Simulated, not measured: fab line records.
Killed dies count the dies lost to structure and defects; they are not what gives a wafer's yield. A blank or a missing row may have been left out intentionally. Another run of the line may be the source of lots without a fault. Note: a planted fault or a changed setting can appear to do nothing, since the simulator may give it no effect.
A struck lot beside a sound one -- flow nand_harc -- 13 out of 1302 route steps
Sound: these wafers, L553.1, L553.3, L553.6. Struck: wafer L540.6 (left out: L540.2, L540.4 of the same lot, which were not struck); the cause appears at the end.
Order at every step that has rows: each side's tool, ch and its chambers, its first start. Under that, the readings that differ: sound wafers -- struck wafers -- difference of the means -- sigmas: that difference in standard deviations of wafers without a fault.
alike: same words and numbers on both sides, and readings whose means sit less than 2 such deviations apart. not compared: any withheld reading, any reading some wafer has no value for, any bound like >300 that may hide the same value, and any number with overlapping values for which the record gives no deviation.
A row with sigmas, a row that says differs or no value, or rows on one side alone: a step with any of these is where the two part. When numbers do not overlap yet have no deviation, they are printed without sigmas and do not part them. Lack of a reading on every wafer of one side parts them only where that side has two or more wafers.

NHARC_A_STAIRCASE_DEP_417: deposits Si3N4, target thk 60 nm.
  sound on pecvd-03 ch 0,1,2, day 25 10:51; struck on pecvd-01 ch 0, day 19 08:01
reading,sound,struck,difference,sigmas
heater_power_w (W),738 584 738,813,+126,+2
  alike: rf_fwd_power_W
then, 3 steps without rows for these wafers: NHARC_A_STAIRCASE_WET_418 (chemistry H3PO4, target depth 20 nm); NHARC_A_STAIRCASE_PRECLEAN_419 (cleans in SC1); NHARC_A_STAIRCASE_SRD_421.
NHARC_A_STAIRCASE_ALD_420: deposits SiO2, target thk 20 nm, pulse time 6 s, ald cycles 200.
  sound on ald_hk-03 ch 0,1, day 25 12:31; struck on ald_hk-03 ch 1, day 19 09:36
  alike: heater_power_w, precursor_pulse_height_rel
then, 1 step without rows for these wafers: NHARC_A_STAIRCASE_CVD_552 (deposits SiNx, target thk 40 nm).
NHARC_A_STAIRCASE_DEP_151: deposits SiO2, target thk 7200 nm.
  sound on pecvd-03 ch 0,2, day 25 20:44; struck on pecvd-03 ch 2, day 19 17:47
reading,sound,struck,difference,sigmas
rf_fwd_power_W (W),497.8 496.8 498.5,501.5,+3.8,+2
  alike: heater_power_w
then, 1 step without rows for these wafers: NHARC_A_STAIRCASE_ANNEAL_320 (time 1800 s).
NHARC_A_STAIRCASE_DEP_322: deposits SiO2, target thk 7200 nm.
  sound on pecvd-01 ch 0,2, day 26 04:52; struck on pecvd-02 ch 2, day 20 01:24
  alike: heater_power_w, rf_fwd_power_W
then, 1 step without rows for these wafers: NHARC_A_STAIRCASE_ANNEAL_323 (time 1800 s).
NHARC_A_STAIRCASE_DEP_325: deposits SiO2, target thk 7200 nm.
  sound on pecvd-02 ch 0,2, day 26 14:34; struck on pecvd-03 ch 0, day 20 08:45
reading,sound,struck,difference,sigmas
rf_fwd_power_W (W),499.3 496.5 500.7,699.4,+200.6,+99 or more
  alike: heater_power_w
then, 1 step without rows for these wafers: NHARC_A_STAIRCASE_ANNEAL_326 (time 1800 s).
-- jump in the record: it breaks off in module A_STAIRCASE and resumes in module END (first step shown: number 1302 of the route), and 6 days separate the struck wafers' starts before and after --
NHARC_END_SORT_01:
  sound on prober-02 ch 0, day 33 00:55; struck on prober-01 ch 0, day 26 10:40
  alike: killed_at_array, killed_at_other, killed_at_periphery, killed_dies, killed_open, killed_short

## WHERE THEY PART
Last at NHARC_A_STAIRCASE_DEP_325 as far as this record goes, first at NHARC_A_STAIRCASE_DEP_417. Later steps at which nothing parts them and some readings are alike: NHARC_END_SORT_01.

WHY: whatever the simulator had introduced
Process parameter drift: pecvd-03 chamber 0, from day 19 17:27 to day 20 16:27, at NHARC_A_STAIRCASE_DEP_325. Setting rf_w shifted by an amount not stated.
